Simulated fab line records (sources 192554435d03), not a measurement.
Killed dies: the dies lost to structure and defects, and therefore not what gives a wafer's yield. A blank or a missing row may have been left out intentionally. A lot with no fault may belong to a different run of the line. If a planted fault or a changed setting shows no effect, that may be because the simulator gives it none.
Which tool was responsible? / flow n5_finfet / 24 lots, 72 wafers sampled, at 4 steps of a route of 1938

## WHAT THE GAUGES SHOWED, per wafer
N5_BEOL_M0_CUTY_CD_MEAS_57 targets a cd of 200 nm. Usual: cd_nm 200.1 nm, standard deviation 0.86.
lot=L074; measured=day 5 20:41; on=cd_sem-03; cd_nm (nm)=201.5 200.4 200.5; flag=
lot=L075; measured=day 6 05:44; on=cd_sem-02; cd_nm (nm)=200.0 201.6 201.5; flag=
lot=L076; measured=day 6 22:35; on=cd_sem-01; cd_nm (nm)=200.9 198.7 200.2; flag=
lot=L077; measured=day 7 01:16; on=cd_sem-03; cd_nm (nm)=198.9 199.0 199.7; flag=
lot=L078; measured=day 7 03:08; on=cd_sem-01; cd_nm (nm)=199.6 200.5 200.0; flag=
lot=L079; measured=day 7 09:08; on=cd_sem-01; cd_nm (nm)=200.4 200.4 200.2; flag=
lot=L080; measured=day 7 11:08; on=cd_sem-01; cd_nm (nm)=199.5 200.2 200.1; flag=
lot=L081; measured=day 7 13:59; on=cd_sem-02; cd_nm (nm)=200.6 199.6 201.4; flag=
lot=L082; measured=day 7 17:21; on=cd_sem-02; cd_nm (nm)=198.7 200.5 199.7; flag=
lot=L083; measured=day 7 20:36; on=cd_sem-03; cd_nm (nm)=201.2 200.9 200.1; flag=
lot=L084; measured=day 8 07:26; on=cd_sem-03; cd_nm (nm)=199.6 199.8 201.3; flag=
lot=L085; measured=day 8 15:18; on=cd_sem-03; cd_nm (nm)=199.8 198.8 200.9; flag=
lot=L086; measured=day 8 19:17; on=cd_sem-01; cd_nm (nm)=199.0 200.3 200.3; flag=
lot=L087; measured=day 8 23:05; on=cd_sem-01; cd_nm (nm)=200.1 199.7 200.8; flag=
lot=L088; measured=day 9 03:04; on=cd_sem-02; cd_nm (nm)=200.5 200.8 199.9; flag=
lot=L089; measured=day 9 14:49; on=cd_sem-01; cd_nm (nm)=197.6 198.0 197.8; flag=
lot=L090; measured=day 9 23:08; on=cd_sem-02; cd_nm (nm)=199.6 198.9 200.6; flag=
lot=L091; measured=day 10 02:40; on=cd_sem-03; cd_nm (nm)=199.4 199.5 199.0; flag=
lot=L092; measured=day 10 07:13; on=cd_sem-02; cd_nm (nm)=200.3 199.9 200.6; flag=
lot=L093; measured=day 10 13:52; on=cd_sem-01; cd_nm (nm)=201.7 201.3 200.3; flag=
lot=L095; measured=day 11 04:58; on=cd_sem-02; cd_nm (nm)=199.8 200.2 200.8; flag=
lot=L094; measured=day 11 06:33; on=cd_sem-02; cd_nm (nm)=201.0 201.3 200.8; flag=
lot=L096; measured=day 11 07:19; on=cd_sem-02; cd_nm (nm)=201.3 199.8 200.0; flag=
lot=L097; measured=day 11 11:53; on=cd_sem-01; cd_nm (nm)=199.6 199.6 199.5; flag=

N5_BEOL_M0_OCD_MEAS_108. Usual: trench_depth_nm 32.4 nm, standard deviation 0.69.
lot=L074; measured=day 5 22:31; on=ocd-02; trench_depth_nm (nm)=33.2 31.5 32.6; flag=
lot=L075; measured=day 6 07:58; on=ocd-01; trench_depth_nm (nm)=32.0 32.9 33.2; flag=
lot=L076; measured=day 7 01:27; on=ocd-02; trench_depth_nm (nm)=31.7 32.9 32.2; flag=
lot=L077; measured=day 7 02:11; on=ocd-02; trench_depth_nm (nm)=31.3 32.6 32.3; flag=
lot=L078; measured=day 7 04:10; on=ocd-02; trench_depth_nm (nm)=32.3 32.5 31.8; flag=
lot=L079; measured=day 7 10:46; on=ocd-01; trench_depth_nm (nm)=32.1 32.4 32.8; flag=
lot=L080; measured=day 7 13:40; on=ocd-01; trench_depth_nm (nm)=31.9 32.7 33.5; flag=
lot=L081; measured=day 7 16:28; on=ocd-01; trench_depth_nm (nm)=31.8 32.8 31.0; flag=
lot=L082; measured=day 7 18:35; on=ocd-02; trench_depth_nm (nm)=32.5 33.5 33.4; flag=
lot=L083; measured=day 8 04:29; on=ocd-01; trench_depth_nm (nm)=31.2 32.9 32.6; flag=
lot=L084; measured=day 8 11:04; on=ocd-01; trench_depth_nm (nm)=33.2 33.4 33.4; flag=
lot=L085; measured=day 8 19:16; on=ocd-01; trench_depth_nm (nm)=31.5 30.8 32.2; flag=
lot=L086; measured=day 8 20:58; on=ocd-01; trench_depth_nm (nm)=31.5 32.8 32.3; flag=
lot=L087; measured=day 9 01:22; on=ocd-01; trench_depth_nm (nm)=33.0 31.4 31.3; flag=
lot=L088; measured=day 9 07:14; on=ocd-02; trench_depth_nm (nm)=33.3 33.0 32.9; flag=
lot=L089; measured=day 9 16:13; on=ocd-02; trench_depth_nm (nm)=32.5 31.6 32.9; flag=
lot=L090; measured=day 10 01:37; on=ocd-02; trench_depth_nm (nm)=32.4 32.9 32.3; flag=
lot=L091; measured=day 10 05:58; on=ocd-02; trench_depth_nm (nm)=32.3 32.9 33.0; flag=
lot=L092; measured=day 10 08:49; on=ocd-01; trench_depth_nm (nm)=31.9 32.4 33.0; flag=
lot=L093; measured=day 10 17:11; on=ocd-02; trench_depth_nm (nm)=32.3 33.6 32.5; flag=
lot=L095; measured=day 11 05:54; on=ocd-01; trench_depth_nm (nm)=33.7 33.3 33.0; flag=
lot=L094; measured=day 11 08:49; on=ocd-02; trench_depth_nm (nm)=33.1 32.6 32.0; flag=
lot=L096; measured=day 11 08:57; on=ocd-02; trench_depth_nm (nm)=32.7 32.8 31.0; flag=
lot=L097; measured=day 11 13:44; on=ocd-02; trench_depth_nm (nm)=32.6 33.2 32.9; flag=

## EACH LOT AND THE TOOL THAT RAN IT (in order: tool; ch and the chambers of the sampled wafers; start)
lot=L074; N5_BEOL_M0_SAQP_ETCH_106=rie_diel-02 ch 0,2, day 5 17:31; N5_BEOL_M0_SAQP_ETCH_73=rie_diel-03 ch 1,2, day 5 19:13
lot=L075; N5_BEOL_M0_SAQP_ETCH_106=rie_diel-04 ch 0,2,3, day 6 02:31; N5_BEOL_M0_SAQP_ETCH_73=rie_diel-04 ch 0,2,3, day 6 04:23
lot=L076; N5_BEOL_M0_SAQP_ETCH_106=rie_diel-02 ch 0,1,2, day 6 19:03; N5_BEOL_M0_SAQP_ETCH_73=rie_diel-02 ch 0,2, day 6 21:24
lot=L077; N5_BEOL_M0_SAQP_ETCH_106=rie_diel-02 ch 1,2,3, day 6 20:41; N5_BEOL_M0_SAQP_ETCH_73=rie_diel-03 ch 0,1,3, day 7 00:01
lot=L078; N5_BEOL_M0_SAQP_ETCH_106=rie_diel-03 ch 0,3, day 7 00:19; N5_BEOL_M0_SAQP_ETCH_73=rie_diel-04 ch 1,2, day 7 01:58
lot=L079; N5_BEOL_M0_SAQP_ETCH_106=rie_diel-04 ch 1,2,3, day 7 05:44; N5_BEOL_M0_SAQP_ETCH_73=rie_diel-04 ch 0,2, day 7 07:57
lot=L080; N5_BEOL_M0_SAQP_ETCH_106=rie_diel-03 ch 0,1,3, day 7 08:19; N5_BEOL_M0_SAQP_ETCH_73=rie_diel-03 ch 0,2,3, day 7 10:00
lot=L081; N5_BEOL_M0_SAQP_ETCH_106=rie_diel-03 ch 0,1,3, day 7 11:11; N5_BEOL_M0_SAQP_ETCH_73=rie_diel-03 ch 1,2,3, day 7 12:43
lot=L082; N5_BEOL_M0_SAQP_ETCH_106=rie_diel-04 ch 0,1, day 7 14:17; N5_BEOL_M0_SAQP_ETCH_73=rie_diel-03 ch 0,1,3, day 7 16:04
lot=L083; N5_BEOL_M0_SAQP_ETCH_106=rie_diel-02 ch 0,1,3, day 7 17:37; N5_BEOL_M0_SAQP_ETCH_73=rie_diel-03 ch 2,3, day 7 19:28
lot=L084; N5_BEOL_M0_SAQP_ETCH_106=rie_diel-04 ch 1,3, day 8 04:05; N5_BEOL_M0_SAQP_ETCH_73=rie_diel-04 ch 1,2,3, day 8 05:38
lot=L085; N5_BEOL_M0_SAQP_ETCH_106=rie_diel-04 ch 0,2, day 8 11:15; N5_BEOL_M0_SAQP_ETCH_73=rie_diel-03 ch 0,1,3, day 8 13:01
lot=L086; N5_BEOL_M0_SAQP_ETCH_106=rie_diel-04 ch 0,1,2, day 8 16:09; N5_BEOL_M0_SAQP_ETCH_73=rie_diel-03 ch 2,3, day 8 17:41
lot=L087; N5_BEOL_M0_SAQP_ETCH_106=rie_diel-02 ch 0,2,3, day 8 19:05; N5_BEOL_M0_SAQP_ETCH_73=rie_diel-04 ch 0,1,2, day 8 21:01
lot=L088; N5_BEOL_M0_SAQP_ETCH_106=rie_diel-03 ch 0,3, day 9 00:16; N5_BEOL_M0_SAQP_ETCH_73=rie_diel-02 ch 0,1,2, day 9 01:49
lot=L089; N5_BEOL_M0_SAQP_ETCH_106=rie_diel-04 ch 0,1,3, day 9 11:53; N5_BEOL_M0_SAQP_ETCH_73=rie_diel-04 ch 1,2, day 9 13:41
lot=L090; N5_BEOL_M0_SAQP_ETCH_106=rie_diel-04 ch 0,2,3, day 9 19:28; N5_BEOL_M0_SAQP_ETCH_73=rie_diel-03 ch 1,3, day 9 21:24
lot=L091; N5_BEOL_M0_SAQP_ETCH_106=rie_diel-04 ch 0,1,2, day 9 23:36; N5_BEOL_M0_SAQP_ETCH_73=rie_diel-02 ch 0,2,3, day 10 01:27
lot=L092; N5_BEOL_M0_SAQP_ETCH_106=rie_diel-03 ch 1,2,3, day 10 04:23; N5_BEOL_M0_SAQP_ETCH_73=rie_diel-03 ch 0,1,2, day 10 06:02
lot=L093; N5_BEOL_M0_SAQP_ETCH_106=rie_diel-03 ch 1,2,3, day 10 10:47; N5_BEOL_M0_SAQP_ETCH_73=rie_diel-02 ch 1,2,3, day 10 12:44
lot=L095; N5_BEOL_M0_SAQP_ETCH_106=rie_diel-03 ch 0,1,3, day 11 01:05; N5_BEOL_M0_SAQP_ETCH_73=rie_diel-04 ch 1,2,3, day 11 03:19
lot=L094; N5_BEOL_M0_SAQP_ETCH_106=rie_diel-03 ch 1,2, day 11 03:22; N5_BEOL_M0_SAQP_ETCH_73=rie_diel-04 ch 0,1, day 11 05:18
lot=L096; N5_BEOL_M0_SAQP_ETCH_106=rie_diel-04 ch 0,2,3, day 11 04:24; N5_BEOL_M0_SAQP_ETCH_73=rie_diel-03 ch 0,1,3, day 11 06:11
lot=L097; N5_BEOL_M0_SAQP_ETCH_106=rie_diel-03 ch 1,3, day 11 09:02; N5_BEOL_M0_SAQP_ETCH_73=rie_diel-04 ch 0,2,3, day 11 10:46
- N5_BEOL_M0_SAQP_ETCH_106: etches SOC in N2/H2, stops on SiNx, target depth 150 nm.
- N5_BEOL_M0_SAQP_ETCH_73: etches SiARC in CF4, target depth 19.5 nm, time 32.5 s.

## WHAT THE TOOLS THEMSELVES READ (means of the sampled wafers that have a number; where no wafer has one, the mark that the record gives instead)
N5_BEOL_M0_SAQP_ETCH_106. Usual: drypump_motor_current_A 5.8 A, standard deviation 0.44; oes_product_au 0.78 a.u., standard deviation 0.085; rf_vpp_V 241.3 V, standard deviation 1.3; showerhead_plenum_p_Torr 2.59 Torr, standard deviation 0.082; throttle_valve_pct 17.77 %, standard deviation 0.24.
lot=L074; tool=rie_diel-02; drypump_motor_current_A (A)=6.1; oes_product_au (a.u.)=0.87; rf_vpp_V (V)=240.4; showerhead_plenum_p_Torr (Torr)=2.59; throttle_valve_pct (%)=17.69; flag=
lot=L075; tool=rie_diel-04; drypump_motor_current_A (A)=5.7; oes_product_au (a.u.)=0.72; rf_vpp_V (V)=241.7; showerhead_plenum_p_Torr (Torr)=2.60; throttle_valve_pct (%)=17.90; flag=
lot=L076; tool=rie_diel-02; drypump_motor_current_A (A)=5.7; oes_product_au (a.u.)=0.83; rf_vpp_V (V)=240.4; showerhead_plenum_p_Torr (Torr)=2.58; throttle_valve_pct (%)=17.68; flag=
lot=L077; tool=rie_diel-02; drypump_motor_current_A (A)=6.2; oes_product_au (a.u.)=0.90; rf_vpp_V (V)=242.1; showerhead_plenum_p_Torr (Torr)=2.64; throttle_valve_pct (%)=17.52; flag=
lot=L078; tool=rie_diel-03; drypump_motor_current_A (A)=5.8; oes_product_au (a.u.)=0.80; rf_vpp_V (V)=241.0; showerhead_plenum_p_Torr (Torr)=2.60; throttle_valve_pct (%)=17.74; flag=
lot=L079; tool=rie_diel-04; drypump_motor_current_A (A)=5.9; oes_product_au (a.u.)=0.72; rf_vpp_V (V)=242.1; showerhead_plenum_p_Torr (Torr)=2.64; throttle_valve_pct (%)=17.75; flag=
lot=L080; tool=rie_diel-03; drypump_motor_current_A (A)=5.8; oes_product_au (a.u.)=0.81; rf_vpp_V (V)=240.7; showerhead_plenum_p_Torr (Torr)=2.56; throttle_valve_pct (%)=17.74; flag=
lot=L081; tool=rie_diel-03; drypump_motor_current_A (A)=5.8; oes_product_au (a.u.)=0.80; rf_vpp_V (V)=240.3; showerhead_plenum_p_Torr (Torr)=2.56; throttle_valve_pct (%)=17.75; flag=
lot=L082; tool=rie_diel-04; drypump_motor_current_A (A)=6.1; oes_product_au (a.u.)=0.73; rf_vpp_V (V)=242.1; showerhead_plenum_p_Torr (Torr)=2.60; throttle_valve_pct (%)=17.69; flag=
lot=L083; tool=rie_diel-02; drypump_motor_current_A (A)=5.7; oes_product_au (a.u.)=0.82; rf_vpp_V (V)=241.7; showerhead_plenum_p_Torr (Torr)=2.61; throttle_valve_pct (%)=17.75; flag=
lot=L084; tool=rie_diel-04; drypump_motor_current_A (A)=6.1; oes_product_au (a.u.)=0.72; rf_vpp_V (V)=241.4; showerhead_plenum_p_Torr (Torr)=2.64; throttle_valve_pct (%)=17.59; flag=
lot=L085; tool=rie_diel-04; drypump_motor_current_A (A)=5.7; oes_product_au (a.u.)=0.73; rf_vpp_V (V)=241.3; showerhead_plenum_p_Torr (Torr)=2.59; throttle_valve_pct (%)=18.02; flag=
lot=L086; tool=rie_diel-04; drypump_motor_current_A (A)=5.9; oes_product_au (a.u.)=0.72; rf_vpp_V (V)=240.8; showerhead_plenum_p_Torr (Torr)=2.59; throttle_valve_pct (%)=17.87; flag=
lot=L087; tool=rie_diel-02; drypump_motor_current_A (A)=6.1; oes_product_au (a.u.)=0.83; rf_vpp_V (V)=241.4; showerhead_plenum_p_Torr (Torr)=2.61; throttle_valve_pct (%)=17.79; flag=
lot=L088; tool=rie_diel-03; drypump_motor_current_A (A)=5.8; oes_product_au (a.u.)=0.79; rf_vpp_V (V)=241.3; showerhead_plenum_p_Torr (Torr)=2.59; throttle_valve_pct (%)=17.76; flag=
lot=L089; tool=rie_diel-04; drypump_motor_current_A (A)=5.9; oes_product_au (a.u.)=0.80; rf_vpp_V (V)=241.0; showerhead_plenum_p_Torr (Torr)=2.58; throttle_valve_pct (%)=17.63; flag=
lot=L090; tool=rie_diel-04; drypump_motor_current_A (A)=5.7; oes_product_au (a.u.)=0.80; rf_vpp_V (V)=241.7; showerhead_plenum_p_Torr (Torr)=2.58; throttle_valve_pct (%)=17.80; flag=
lot=L091; tool=rie_diel-04; drypump_motor_current_A (A)=5.9; oes_product_au (a.u.)=0.72; rf_vpp_V (V)=241.4; showerhead_plenum_p_Torr (Torr)=2.59; throttle_valve_pct (%)=17.87; flag=
lot=L092; tool=rie_diel-03; drypump_motor_current_A (A)=5.5; oes_product_au (a.u.)=0.78; rf_vpp_V (V)=240.3; showerhead_plenum_p_Torr (Torr)=2.55; throttle_valve_pct (%)=17.76; flag=
lot=L093; tool=rie_diel-03; drypump_motor_current_A (A)=5.6; oes_product_au (a.u.)=0.79; rf_vpp_V (V)=241.2; showerhead_plenum_p_Torr (Torr)=2.55; throttle_valve_pct (%)=17.76; flag=
lot=L095; tool=rie_diel-03; drypump_motor_current_A (A)=5.8; oes_product_au (a.u.)=0.77; rf_vpp_V (V)=240.9; showerhead_plenum_p_Torr (Torr)=2.54; throttle_valve_pct (%)=17.79; flag=
lot=L094; tool=rie_diel-03; drypump_motor_current_A (A)=5.3; oes_product_au (a.u.)=0.76; rf_vpp_V (V)=240.5; showerhead_plenum_p_Torr (Torr)=2.50; throttle_valve_pct (%)=17.86; flag=
lot=L096; tool=rie_diel-04; drypump_motor_current_A (A)=5.7; oes_product_au (a.u.)=0.79; rf_vpp_V (V)=242.1; showerhead_plenum_p_Torr (Torr)=2.58; throttle_valve_pct (%)=17.81; flag=
lot=L097; tool=rie_diel-03; drypump_motor_current_A (A)=5.7; oes_product_au (a.u.)=0.80; rf_vpp_V (V)=241.5; showerhead_plenum_p_Torr (Torr)=2.60; throttle_valve_pct (%)=17.68; flag=

N5_BEOL_M0_SAQP_ETCH_73. Usual: drypump_motor_current_A 5.8 A, standard deviation 0.42; etch_rf_on_time_s 32.7 s, standard deviation 0.69; oes_product_au 0.67 a.u., standard deviation 0.07; rf_vpp_V 184.5 V, standard deviation 1.2; showerhead_plenum_p_Torr 2.18 Torr, standard deviation 0.064; throttle_valve_pct 15.58 %, standard deviation 0.29.
lot=L074; tool=rie_diel-03; drypump_motor_current_A (A)=5.3; etch_rf_on_time_s (s)=33.4; oes_product_au (a.u.)=0.68; rf_vpp_V (V)=183.9; showerhead_plenum_p_Torr (Torr)=2.13; throttle_valve_pct (%)=15.70; flag=
lot=L075; tool=rie_diel-04; drypump_motor_current_A (A)=5.7; etch_rf_on_time_s (s)=32.5; oes_product_au (a.u.)=0.63; rf_vpp_V (V)=185.1; showerhead_plenum_p_Torr (Torr)=2.19; throttle_valve_pct (%)=15.75; flag=
lot=L076; tool=rie_diel-02; drypump_motor_current_A (A)=6.1; etch_rf_on_time_s (s)=32.6; oes_product_au (a.u.)=0.73; rf_vpp_V (V)=184.7; showerhead_plenum_p_Torr (Torr)=2.17; throttle_valve_pct (%)=15.32; flag=
lot=L077; tool=rie_diel-03; drypump_motor_current_A (A)=5.9; etch_rf_on_time_s (s)=32.5; oes_product_au (a.u.)=0.69; rf_vpp_V (V)=184.4; showerhead_plenum_p_Torr (Torr)=2.16; throttle_valve_pct (%)=15.55; flag=
lot=L078; tool=rie_diel-04; drypump_motor_current_A (A)=6.1; etch_rf_on_time_s (s)=33.1; oes_product_au (a.u.)=0.63; rf_vpp_V (V)=185.0; showerhead_plenum_p_Torr (Torr)=2.22; throttle_valve_pct (%)=15.55; flag=
lot=L079; tool=rie_diel-04; drypump_motor_current_A (A)=5.6; etch_rf_on_time_s (s)=32.9; oes_product_au (a.u.)=0.63; rf_vpp_V (V)=184.3; showerhead_plenum_p_Torr (Torr)=2.16; throttle_valve_pct (%)=15.93; flag=
lot=L080; tool=rie_diel-03; drypump_motor_current_A (A)=5.5; etch_rf_on_time_s (s)=33.2; oes_product_au (a.u.)=0.71; rf_vpp_V (V)=183.7; showerhead_plenum_p_Torr (Torr)=2.19; throttle_valve_pct (%)=15.55; flag=
lot=L081; tool=rie_diel-03; drypump_motor_current_A (A)=5.6; etch_rf_on_time_s (s)=32.8; oes_product_au (a.u.)=0.70; rf_vpp_V (V)=184.7; showerhead_plenum_p_Torr (Torr)=2.16; throttle_valve_pct (%)=15.58; flag=
lot=L082; tool=rie_diel-03; drypump_motor_current_A (A)=5.9; etch_rf_on_time_s (s)=32.8; oes_product_au (a.u.)=0.69; rf_vpp_V (V)=184.4; showerhead_plenum_p_Torr (Torr)=2.15; throttle_valve_pct (%)=15.56; flag=
lot=L083; tool=rie_diel-03; drypump_motor_current_A (A)=5.2; etch_rf_on_time_s (s)=33.3; oes_product_au (a.u.)=0.71; rf_vpp_V (V)=184.8; showerhead_plenum_p_Torr (Torr)=2.20; throttle_valve_pct (%)=15.58; flag=
lot=L084; tool=rie_diel-04; drypump_motor_current_A (A)=5.9; etch_rf_on_time_s (s)=32.7; oes_product_au (a.u.)=0.62; rf_vpp_V (V)=184.9; showerhead_plenum_p_Torr (Torr)=2.21; throttle_valve_pct (%)=15.61; flag=
lot=L085; tool=rie_diel-03; drypump_motor_current_A (A)=5.9; etch_rf_on_time_s (s)=32.7; oes_product_au (a.u.)=0.68; rf_vpp_V (V)=184.7; showerhead_plenum_p_Torr (Torr)=2.15; throttle_valve_pct (%)=15.57; flag=
lot=L086; tool=rie_diel-03; drypump_motor_current_A (A)=5.4; etch_rf_on_time_s (s)=32.8; oes_product_au (a.u.)=0.73; rf_vpp_V (V)=185.2; showerhead_plenum_p_Torr (Torr)=2.23; throttle_valve_pct (%)=15.44; flag=
lot=L087; tool=rie_diel-04; drypump_motor_current_A (A)=5.9; etch_rf_on_time_s (s)=32.8; oes_product_au (a.u.)=0.63; rf_vpp_V (V)=185.0; showerhead_plenum_p_Torr (Torr)=2.19; throttle_valve_pct (%)=15.77; flag=
lot=L088; tool=rie_diel-02; drypump_motor_current_A (A)=5.7; etch_rf_on_time_s (s)=32.5; oes_product_au (a.u.)=0.69; rf_vpp_V (V)=184.2; showerhead_plenum_p_Torr (Torr)=2.15; throttle_valve_pct (%)=15.42; flag=
lot=L089; tool=rie_diel-04; drypump_motor_current_A (A)=5.9; etch_rf_on_time_s (s)=32.9; oes_product_au (a.u.)=0.62; rf_vpp_V (V)=184.9; showerhead_plenum_p_Torr (Torr)=2.22; throttle_valve_pct (%)=15.78; flag=
lot=L090; tool=rie_diel-03; drypump_motor_current_A (A)=5.8; etch_rf_on_time_s (s)=32.7; oes_product_au (a.u.)=0.71; rf_vpp_V (V)=184.6; showerhead_plenum_p_Torr (Torr)=2.20; throttle_valve_pct (%)=15.48; flag=
lot=L091; tool=rie_diel-02; drypump_motor_current_A (A)=6.1; etch_rf_on_time_s (s)=32.2; oes_product_au (a.u.)=0.70; rf_vpp_V (V)=184.0; showerhead_plenum_p_Torr (Torr)=2.19; throttle_valve_pct (%)=15.50; flag=
lot=L092; tool=rie_diel-03; drypump_motor_current_A (A)=5.7; etch_rf_on_time_s (s)=33.2; oes_product_au (a.u.)=0.64; rf_vpp_V (V)=183.6; showerhead_plenum_p_Torr (Torr)=2.11; throttle_valve_pct (%)=15.74; flag=
lot=L093; tool=rie_diel-02; drypump_motor_current_A (A)=6.2; etch_rf_on_time_s (s)=31.8; oes_product_au (a.u.)=0.74; rf_vpp_V (V)=184.8; showerhead_plenum_p_Torr (Torr)=2.20; throttle_valve_pct (%)=15.27; flag=
lot=L095; tool=rie_diel-04; drypump_motor_current_A (A)=5.9; etch_rf_on_time_s (s)=32.4; oes_product_au (a.u.)=0.68; rf_vpp_V (V)=184.1; showerhead_plenum_p_Torr (Torr)=2.20; throttle_valve_pct (%)=15.47; flag=
lot=L094; tool=rie_diel-04; drypump_motor_current_A (A)=6.1; etch_rf_on_time_s (s)=33.2; oes_product_au (a.u.)=0.61; rf_vpp_V (V)=184.5; showerhead_plenum_p_Torr (Torr)=2.18; throttle_valve_pct (%)=15.61; flag=
lot=L096; tool=rie_diel-03; drypump_motor_current_A (A)=5.8; etch_rf_on_time_s (s)=32.7; oes_product_au (a.u.)=0.66; rf_vpp_V (V)=183.5; showerhead_plenum_p_Torr (Torr)=2.15; throttle_valve_pct (%)=15.62; flag=
lot=L097; tool=rie_diel-04; drypump_motor_current_A (A)=5.7; etch_rf_on_time_s (s)=32.2; oes_product_au (a.u.)=0.68; rf_vpp_V (V)=185.3; showerhead_plenum_p_Torr (Torr)=2.17; throttle_valve_pct (%)=15.66; flag=

## THE ANSWER, worked out from the rows above alone
Rule: a lot is off if the mean of its wafers that have a number lies more than 3 standard deviations from the usual mean. Also off: a lot with no number at a reading for which 4 or more lots have one. All remaining lots with rows at the step are treated as sound. Order of review: gauges by route order, followed by the tools' own readings, for which a lot's mean as printed above is used. The first step at which some lot is off is used, and at that step the reading that is off furthest; a lot without a number counts as furthest.
No lot is off on any of the readings shown, so nothing can be concluded from this.

## WHAT THE SIMULATOR PUT IN
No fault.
